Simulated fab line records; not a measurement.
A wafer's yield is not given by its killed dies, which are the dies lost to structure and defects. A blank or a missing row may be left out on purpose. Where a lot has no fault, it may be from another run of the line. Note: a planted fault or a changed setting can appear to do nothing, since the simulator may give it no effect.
fab line records    flow nand_harc
[record] lots = 6  wafers = 18  last_day = 24
route steps=1159 shown A_CONTACT@957 A_BLC@964 END@1159
lots that met no fault: taken from a fault-free run of the same line
start_h: hours from the record's first day to the start of the lot's first wafer shown    wait_h: hours elapsed since this lot's preceding step    " repeats the value in the row above    L1.1+2: one row covering several wafers at once    - value missing, or start not given    * or withheld: withheld    < > ~ a bound
route shown NAME@n: names a module that has steps shown in the file, with the first one's number in the route    usual: mean and standard deviation over wafers with no fault    same: alike in all rows    chamber/n: place in a boat    sites: per-site readings    _std_site: the values' standard deviation    _edge_site: inner sites' mean taken away from outer sites' mean    radius_mm: how far each site lies from the wafer's centre    mask NAME#n: copy n    behind: the most recent tool/chamber to have shaped the wafer    hold: why the lot was held/for how many hours/how that ended    device: the n, p or np transistor that did not switch    end of line: tests run on the same wafers once the route is complete    a step with no rows: only its recipe    killed: dies lost to structure and defects at the first sort, not the wafer's yield    map: shows each die of a wafer: x if killed, . if not, _ if none is there
set.NAME: setting as actually run; set.NAME@STEP: the setting as run at that earlier step    model.NAME: the simulator's own value behind a step, which no gauge read
lots at selected steps of the route; one table per step, one row per wafer
services: from which hour (start_h, from the record's first day; less than 0 if before it) a tool's chamber was out of use, for how many hours, and why
[[steps]]
[step NHARC_A_CONTACT_STRIP_27]
[recipe] time_s = 600  temp_c = 30  chemistry = post_etch_residue_remover
[step NHARC_A_CONTACT_ALD_18]
[recipe] target_thk_a = 30  pulse_time_s = 1  ald_cycles = 150  temp_c = 450  material = TiN
[usual] heater_power_w = 1120/96  precursor_pulse_height_rel = 1.002/0.02
lot.wafer  tool          chamber  start_h  wait_h  heater_power_w  precursor_pulse_height_rel  since_wet_clean_h
L859.4     ald_metal-01  2        400.12   -       996             0.997                       110
L859.2     "             0        "        "       1219            0.987                       110
L859.5     "             1        "        "       1107            0.969                       -
L865.1     ald_metal-04  2        439.52   -       1094            1.010                       24
L865.4     "             3        "        "       935             0.985                       24
L865.5     "             0        "        "       1024            0.988                       -
L867.3     ald_metal-01  3        440.64   -       1250            1.009                       151
L867.4     "             0        "        "       1223            1.011                       151
L867.5     "             1        "        "       1132            1.011                       -
L871.2     ald_metal-02  3        466.13   -       1148            0.995                       92
L871.3     "             0        "        "       1012            1.002                       92
L871.5     "             0        "        "       1032            0.998                       -
L875.3     ald_metal-01  0        482.12   -       1268            0.996                       14
L875.1     "             1        "        "       1137            1.015                       14
L875.2     "             3        "        "       1216            0.991                       14
L879.2     ald_metal-04  0        508.10   -       1000            1.054                       92
L879.4     "             3        "        "       925             0.995                       -
L879.5     "             0        "        "       1032            1.010                       -
[step NHARC_A_CONTACT_CVD_19]
[recipe] target_thk_a = 3000  temp_c = 300  pressure_torr = 40  wf6_flow_sccm = 40  h2_flow_sccm = 1600  ar_flow_sccm = 1560  time_s = 802  material = W
[usual] heater_power_w = 534/79  throttle_valve_pct = 7.93/0.21
lot.wafer  tool      chamber  start_h  wait_h  heater_power_w  since_wet_clean_h  throttle_valve_pct
L859.2     cvd_w-02  1        -        -       446             4                  7.70
L859.4     "         1        "        "       459             -                  7.99
L859.5     "         1        "        "       463             -                  7.71
L865.1     cvd_w-01  1        -        -       657             131                7.70
L865.4     "         0        "        "       505             -                  8.15
L865.5     "         1        "        "       649             -                  8.00
L867.3     cvd_w-02  0        -        -       507             -                  8.11
L867.4     "         1        "        "       455             -                  8.06
L867.5     "         0        "        "       497             -                  8.42
L871.2     cvd_w-01  0        -        -       481             155                7.69
L871.3     "         0        "        "       482             -                  7.99
L871.5     "         0        "        "       488             -                  7.75
L875.2     cvd_w-02  1        -        -       430             88                 7.78
L875.1     "         0        "        "       516             88                 8.30
L875.3     "         0        "        "       500             -                  7.95
L879.2     cvd_w-01  0        -        -       485             19                 7.58
L879.4     "         0        "        "       498             -                  7.53
L879.5     "         1        "        "       634             -                  7.96
[step NHARC_A_CONTACT_CMP_20]
[recipe] t_overpolish_s = 30  target_thk_nm = 300
[usual] motor_current_A = 12.5/1.3  overpolish_run_s = 30.000/0.0095  time_to_endpoint_s = 60/4
lot.wafer  tool    chamber  start_h  wait_h  motor_current_A  overpolish_run_s  time_to_endpoint_s
L859.2     cmp-03  0        401.20   0.8     11.3             29.986            60
L859.4     "       3        "        "       12.6             29.998            56
L859.5     "       0        "        "       11.5             30.027            62
L865.1     cmp-01  0        443.17   0.8     11.9             30.004            64
L865.4     "       2        "        "       12.8             30.015            63
L865.5     "       3        "        "       12.6             29.993            64
L867.4     cmp-03  3        445.31   0.4     11.8             29.995            62
L867.3     "       0        "        "       11.0             29.995            62
L867.5     "       3        "        "       11.8             29.996            59
L871.2     cmp-04  1        467.27   0.8     10.6             30.001            59
L871.3     "       3        "        "       10.5             30.007            54
L871.5     "       0        "        "       14.0             30.005            59
L875.2     cmp-04  0        485.71   0.8     13.4             30.008            65
L875.3     "       1        "        "       11.4             29.989            64
L875.1     "       2        "        "       12.3             29.989            56
L879.4     cmp-03  1        514.95   0.4     14.8             29.983            53
L879.2     "       0        "        "       11.6             30.004            58
L879.5     "       2        "        "       13.8             30.012            61
[step NHARC_A_CONTACT_SRD_22]
[step NHARC_A_CONTACT_INSPECT_23]
[usual] raw_defect_count = 424/150
lot.wafer  tool               chamber  start_h  wait_h  raw_defect_count
L859.2     defect_inspect-02  -        401.61   0.1     471
L859.4     "                  -        "        "       525
L859.5     "                  -        "        "       582
L865.1     defect_inspect-01  -        443.54   0.1     363
L865.4     "                  -        "        "       341
L865.5     "                  -        "        "       317
L867.3     defect_inspect-01  -        445.69   0.1     648
L867.4     "                  -        "        "       711
L867.5     "                  -        "        "       864
L871.2     defect_inspect-01  -        467.65   0.1     460
L871.3     "                  -        "        "       361
L871.5     "                  -        "        "       325
L875.1     defect_inspect-01  -        486.11   0.1     452
L875.2     "                  -        "        "       479
L875.3     "                  -        "        "       691
L879.2     defect_inspect-02  -        515.35   0.1     315
L879.4     "                  -        "        "       339
L879.5     "                  -        "        "       240
[step NHARC_A_BLC_DEHYDRATE_00]
[recipe] temp_c = 150  time_s = 120
[step NHARC_A_BLC_HMDS_01]
[recipe] time_s = 30
[step NHARC_A_BLC_COAT_02]
[recipe] temp_c = 260  time_s = 75
[step NHARC_A_BLC_COAT_03]
[recipe] temp_c = 225  time_s = 65
[step NHARC_A_BLC_COAT_04]
[recipe] spin_rpm = 1500  resist_thk_nm = 90
[step NHARC_A_BLC_SOFTBAKE_05]
[recipe] temp_c = 105  time_s = 55
[usual] chill_plate_temp_C = 22.98/0.11  heater_power_total_W = 188.46/0.14
lot.wafer  tool            chamber  start_h  wait_h  chill_plate_temp_C  heater_power_total_W
L859.2     litho_track-01  0        401      -       22.89               188.28
L859.4     "               0        "        "       22.87               188.36
L859.5     "               0        "        "       23.05               188.50
L865.1     litho_track-04  0        443      -       22.95               188.45
L865.4     "               0        "        "       23.05               188.47
L865.5     "               0        "        "       22.94               188.52
L867.3     litho_track-04  0        445      -       23.13               176.00
L867.4     "               0        "        "       23.03               176.09
L867.5     "               0        "        "       23.08               176.29
L871.2     litho_track-04  0        467      -       23.02               176.08
L871.3     "               0        "        "       22.97               176.09
L871.5     "               0        "        "       22.84               175.95
L875.1     litho_track-01  0        486      -       23.15               188.47
L875.2     "               0        "        "       23.02               188.75
L875.3     "               0        "        "       23.09               188.42
L879.2     litho_track-06  0        515      -       23.05               188.38
L879.4     "               0        "        "       22.98               188.55
L879.5     "               0        "        "       23.14               188.25
[step NHARC_A_BLC_EBR_06]
[step NHARC_END_SORT_01]
[recipe] temp_c = 25
[usual] killed_at_array = 28/10  killed_at_other = 0.6/1.1  killed_at_periphery = 3.6/2.6  killed_dies = 32/10  killed_open = 3.3/1.8  killed_short = 1.9/1.4
[same] gross_dies = 677
lot.wafer  tool       chamber  start_h  wait_h  killed_at_array  killed_at_other  killed_at_periphery  killed_dies  killed_open  killed_short
L865.1     prober-02  0        492.54   2.5     31               0                4                    35           4            0
L865.4     prober-02  0        494.94   3.4     26               0                6                    32           4            1
L865.5     prober-02  0        495.74   3.7     23               0                1                    24           0            1
L879.2     prober-02  0        564.25   2.8     39               2                3                    44           1            8
L879.4     prober-02  0        565.88   3.4     41               0                3                    44           5            2
L879.5     prober-02  0        566.69   3.8     31               0                2                    33           3            2
// killed by level:class
L865.1 A_CHANNEL_HOLE_D1:chamber_film_flake=21 A_CHANNEL_FILL_D1:chamber_film_flake=3 A_CONTACT:chamber_film_flake=3 A_CHANNEL_FILL_D1:geometric_particle:open=2 P_M1:chamber_film_flake=2 P_M2:geometric_particle:open=1 A_SLIT:geometric_particle:open=1 P_GATE:chamber_film_flake=1
L865.4 A_CHANNEL_HOLE_D1:chamber_film_flake=16 A_CHANNEL_FILL_D1:chamber_film_flake=3 A_CONTACT:geometric_particle:open=2 P_GATE:chamber_film_flake=2 P_M1:chamber_film_flake=2 P_CONTACT:geometric_particle:open=1 A_CHANNEL_HOLE_D1:geometric_particle:open=1 A_SGD_CUT:geometric_particle:short=1
L865.5 A_CHANNEL_HOLE_D1:chamber_film_flake=12 A_CHANNEL_FILL_D1:chamber_film_flake=2 A_STAIRCASE:chamber_film_flake=2 A_WL_FILL:chamber_film_flake=2 A_CONTACT:chamber_film_flake=2 A_ONON_D1:geometric_particle:short=1 P_M1:chamber_film_flake=1 A_ZERO_WELL:chamber_film_flake=1
L879.2 A_CHANNEL_HOLE_D1:chamber_film_flake=21 A_CONTACT:chamber_film_flake=6 A_CHANNEL_FILL_D1:geometric_particle:short=2 A_WL_FILL:geometric_particle:short=2 A_STAIRCASE:chamber_film_flake=2 A_WL_FILL:chamber_film_flake=2 P_STI:geometric_particle:short=1 P_M1:geometric_particle:open=1
L879.4 A_CHANNEL_HOLE_D1:chamber_film_flake=22 A_CONTACT:chamber_film_flake=5 A_ZERO_WELL:chamber_film_flake=4 A_WL_FILL:chamber_film_flake=3 A_CONTACT:geometric_particle:short=2 P_STI:geometric_particle:open=1 P_M1:geometric_particle:open=1 A_SGD_CUT:geometric_particle:open=1
L879.5 A_CHANNEL_HOLE_D1:chamber_film_flake=20 A_CONTACT:chamber_film_flake=4 A_STAIRCASE:chamber_film_flake=3 P_GATE:geometric_particle:open=1 P_M2:geometric_particle:open=1 A_CHANNEL_HOLE_D1:geometric_particle:short=1 A_WL_FILL:geometric_particle:short=1 A_CONTACT:geometric_particle:open=1
[[services]]
tool            chamber  start_h  hours  kind
cvd_w-02        -        383.76   13.0   pm
cmp-04          -        391.42   0.4    repair
cmp-04          -        394.50   0.7    repair
cmp-03          -        396.11   0.4    repair
cmp-04          -        399.00   4.0    pm
cmp-01          -        402.80   0.6    repair
cmp-04          -        405.77   2.6    repair
ald_metal-04    -        406.00   10.0   pm
cmp-01          -        414.53   0.4    repair
ald_metal-04    0        429.78   7.1    repair
cmp-01          -        439.44   1.6    repair
ald_metal-02    -        440.22   0.7    repair
litho_track-01  -        443.00   7.0    pm
cmp-03          -        450.26   4.0    pm
ald_metal-01    -        458.00   10.0   pm
cmp-03          -        464.05   6.1    repair
litho_track-06  -        467.00   7.0    pm
cmp-04          -        470.74   2.4    repair
cvd_w-01        -        482.28   13.0   pm
cmp-04          -        485.96   0.8    repair
litho_track-04  -        491.00   7.0    pm
cmp-04          -        497.00   4.0    pm
ald_metal-04    1        502.18   12.7   repair
ald_metal-04    0        504.75   3.2    repair
[[key]]
[first_sign] step = NHARC_A_BLC_SOFTBAKE_05  reading = heater_power_total_W  direction = down  sigmas = 89  usual = *  struck = *
effect none on later readings
met_at NHARC_A_BLC_SOFTBAKE_05
struck_wafers L867.3,L867.4,L867.5,L871.2,L871.3,L871.5
tester_left_out L867,L871
onset_between 443 445
[fault] kind = process_parameter_drift  tool = litho_track-04  chamber = -  onset_h = 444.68  steps = NHARC_A_BLC_SOFTBAKE_05  channel = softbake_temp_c  offset = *  shape = step  end_h = 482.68  acts_in = *  stated = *
// tester_left_out: of these lots the tester's yield and bins aren't shown, on N5 and GAA mostly nor the transistor test; their killed dies are dies lost to structure and defects alone, not to doping, threshold or leakage, so they don't give the yield
